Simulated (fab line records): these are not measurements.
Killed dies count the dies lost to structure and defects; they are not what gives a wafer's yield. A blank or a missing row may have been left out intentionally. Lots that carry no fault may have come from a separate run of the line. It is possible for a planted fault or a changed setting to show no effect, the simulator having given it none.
What tool caused it? -- flow nand harc -- 42 wafers from 14 lots sampled at 5 of the route's 1302 steps

== WHAT THE GAUGES READ, wafer by wafer ==
NHARC_A_ONON_D2_THK_MEAS_02: measures by ellipsometry.
lot,measured,on,thk nm (nm)
L897,day 12 10:49,film metro-01,990 992 992
L900,day 13 19:32,film metro-02,1809 1811 1812 1811 1813 1813
L901,day 14 01:14,film metro-01,1011 1009 1012
L903,day 14 19:59,film metro-01,1816 1814 1815 1812 1812 1813
L910,day 17 15:53,film metro-01,1007 1004 1006
L911,day 18 13:35,film metro-02,1007 1008 1009
L912,day 18 19:02,film metro-01,1007 1010 1009
L914,day 19 15:14,film metro-02,1003 1002 1002
L915,day 19 15:24,film metro-02,1011 1009 1010
L916,day 19 15:14,film metro-01,999 999 998
L917,day 20 12:21,film metro-01,1006 1005 1005
L918,day 21 08:35,film metro-02,1002 1000 999
L919,day 21 08:35,film metro-01,1002 1002 1002
L920,day 21 22:35,film metro-02,999 1001 1000

NHARC_A_ONON_D2_THK_MEAS_05: measures by ellipsometry.
lot,measured,on,thk nm (nm)
L897,day 12 11:23,film metro-01,1001 1001 998
L901,day 14 01:49,film metro-01,988 987 988
L910,day 17 16:28,film metro-01,1008 1008 1006
L911,day 18 14:08,film metro-01,987 987 985
L912,day 18 19:37,film metro-01,1009 1007 1006
L914,day 19 15:49,film metro-02,985 983 986
L915,day 19 15:58,film metro-01,989 986 987
L916,day 19 15:47,film metro-01,1014 1015 1014
L917,day 20 12:55,film metro-01,988 989 988
L918,day 21 09:10,film metro-02,996 998 995
L919,day 21 09:09,film metro-01,984 986 986
L920,day 21 23:09,film metro-01,1023 1021 1021

== TOOL THAT RAN EACH LOT (tool first, then ch and the chambers of the sampled wafers, then the start) ==
lot,NHARC_A_CHANNEL_FILL_D1_ALD_25,NHARC_A_DECK1_JOINT_DEP_16,NHARC_A_ONON_D2_DEP_00
L897,"ald hk-04 ch 0,2,3, day 10 15:23","pecvd-02 ch 0,1,2, day 12 09:59","pecvd onon-04 ch 0, day 12 10:19"
L900,"ald hk-03 ch 0,1,3, day 11 14:50","pecvd-02 ch 1,2, day 13 18:40","pecvd onon-04 ch 0, day 13 19:08"
L901,"ald hk-01 ch 0,2,3, day 11 21:59","pecvd-03 ch 0,1,2, day 14 00:21","pecvd onon-01 ch 0, day 14 00:44"
L903,"ald hk-01 ch 0,1,2, day 12 18:44","pecvd-03 ch 0,1,2, day 14 19:06","pecvd onon-04 ch 0, day 14 19:32"
L910,"ald hk-03 ch 2,3, day 15 18:28","pecvd-03 ch 0,1,2, day 17 15:01","pecvd onon-04 ch 0, day 17 15:29"
L911,"ald hk-01 ch 0,3, day 16 13:02","pecvd-03 ch 0,1, day 18 12:41","pecvd onon-04 ch 0, day 18 13:04"
L912,"ald hk-03 ch 1,3, day 16 19:37","pecvd-02 ch 1,2, day 18 18:13","pecvd onon-04 ch 0, day 18 18:32"
L914,"ald hk-04 ch 0,1,2, day 17 15:25","pecvd-02 ch 0,1, day 19 14:22","pecvd onon-04 ch 0, day 19 14:50"
L915,"ald hk-03 ch 0,1,2, day 17 18:00","pecvd-04 ch 0,1, day 19 14:32","pecvd onon-01 ch 0, day 19 14:53"
L916,"ald hk-04 ch 1,2,3, day 17 19:50","pecvd-04 ch 0,1, day 19 14:20","pecvd onon-03 ch 0, day 19 14:43"
L917,"ald hk-03 ch 1,2,3, day 18 14:37","pecvd-02 ch 0,1, day 20 11:28","pecvd onon-04 ch 0, day 20 11:50"
L918,"ald hk-03 ch 0,3, day 19 08:47","pecvd-04 ch 0,1,2, day 21 07:43","pecvd onon-03 ch 0, day 21 08:08"
L919,"ald hk-01 ch 0,1,2, day 19 10:29","pecvd-02 ch 0,2, day 21 07:41","pecvd onon-04 ch 0, day 21 08:08"
L920,"ald hk-04 ch 1,2,3, day 20 01:26","pecvd-04 ch 0,2, day 21 21:42","pecvd onon-03 ch 0, day 21 22:08"
- NHARC_A_CHANNEL_FILL_D1_ALD_25: deposits SiOx, target thk 60 nm, pulse time 10 s, ald cycles 600.
- NHARC_A_DECK1_JOINT_DEP_16: deposits SiO2, target thk 45 nm.
- NHARC_A_ONON_D2_DEP_00: target thk 1000 nm.

== AS READ BY THE TOOLS THEMSELVES (means over the sampled wafers that have a number; for cases with no such wafer, the mark the record gives instead) ==
NHARC_A_CHANNEL_FILL_D1_ALD_25.
lot,tool,heater power w (W),precursor pulse height rel
L897,ald hk-04,500,0.999
L900,ald hk-03,477,1.011
L901,ald hk-01,504,0.989
L903,ald hk-01,469,1.011
L910,ald hk-03,518,0.991
L911,ald hk-01,487,0.989
L912,ald hk-03,524,0.987
L914,ald hk-04,488,1.022
L915,ald hk-03,427,1.004
L916,ald hk-04,489,1.020
L917,ald hk-03,489,1.008
L918,ald hk-03,460,0.999
L919,ald hk-01,470,0.984
L920,ald hk-04,489,0.993

NHARC_A_DECK1_JOINT_DEP_16.
lot,tool,heater power w (W),mfc precursor sccm (sccm),throttle valve pct (%)
L897,pecvd-02,611,161.6,15.6
L900,pecvd-02,576,161.4,15.4
L901,pecvd-03,557,161.3,16.6
L903,pecvd-03,624,161.1,16.4
L910,pecvd-03,595,161.7,16.5
L911,pecvd-03,559,161.4,16.1
L912,pecvd-02,675,161.0,15.0
L914,pecvd-02,612,161.3,15.3
L915,pecvd-04,512,161.2,15.5
L916,pecvd-04,526,161.6,15.3
L917,pecvd-02,576,161.8,15.0
L918,pecvd-04,510,161.9,15.5
L919,pecvd-02,647,161.2,15.2
L920,pecvd-04,471,162.0,15.6

NHARC_A_ONON_D2_DEP_00.
lot,tool,nh3 flow sccm (sccm)
L897,pecvd onon-04,497.5
L900,pecvd onon-04,501.5
L901,pecvd onon-01,499.7
L903,pecvd onon-04,501.0
L910,pecvd onon-04,500.0
L911,pecvd onon-04,501.1
L912,pecvd onon-04,499.2
L914,pecvd onon-04,500.4
L915,pecvd onon-01,498.0
L916,pecvd onon-03,497.4
L917,pecvd onon-04,502.9
L918,pecvd onon-03,500.4
L919,pecvd onon-04,500.2
L920,pecvd onon-03,500.5

== THE ANSWER, worked out from the rows above alone ==
Rule: what is usual is taken from the lots themselves. Put in order of their means at a reading, lots are off if they are a third of the lots or fewer, leave a main group of 4 or more, and stand apart from it by a gap of 3 or more times the standard deviation of the main group's means; of several such gaps the widest counts. A main group whose means are all the same, to the digits that the tables above print for the reading, isn't used. Also off: a lot with no number at a reading for which 4 or more lots have one. Where the step has rows for the other lots, those lots are counted as sound. After the gauges, taken in route order, come the tools' own readings; for these a lot's mean is taken, as printed above. The first step at which some lot is off is used, and at that step the reading that is off furthest; a lot without a number counts as furthest.
Off: L900, L903 (NHARC_A_ONON_D2_THK_MEAS_02, thk nm). The main group has a mean of 1004 nm with a standard deviation of 5.4.
A tool fits if, at a process step before that reading, it ran every lot that is off, and no sound lot after the first of them. The gauges at NHARC_A_ONON_D2_THK_MEAS_02 are tried like those tools. None of those tried fits.

== WHAT HAD BEEN PUT IN BY THE SIMULATOR ==
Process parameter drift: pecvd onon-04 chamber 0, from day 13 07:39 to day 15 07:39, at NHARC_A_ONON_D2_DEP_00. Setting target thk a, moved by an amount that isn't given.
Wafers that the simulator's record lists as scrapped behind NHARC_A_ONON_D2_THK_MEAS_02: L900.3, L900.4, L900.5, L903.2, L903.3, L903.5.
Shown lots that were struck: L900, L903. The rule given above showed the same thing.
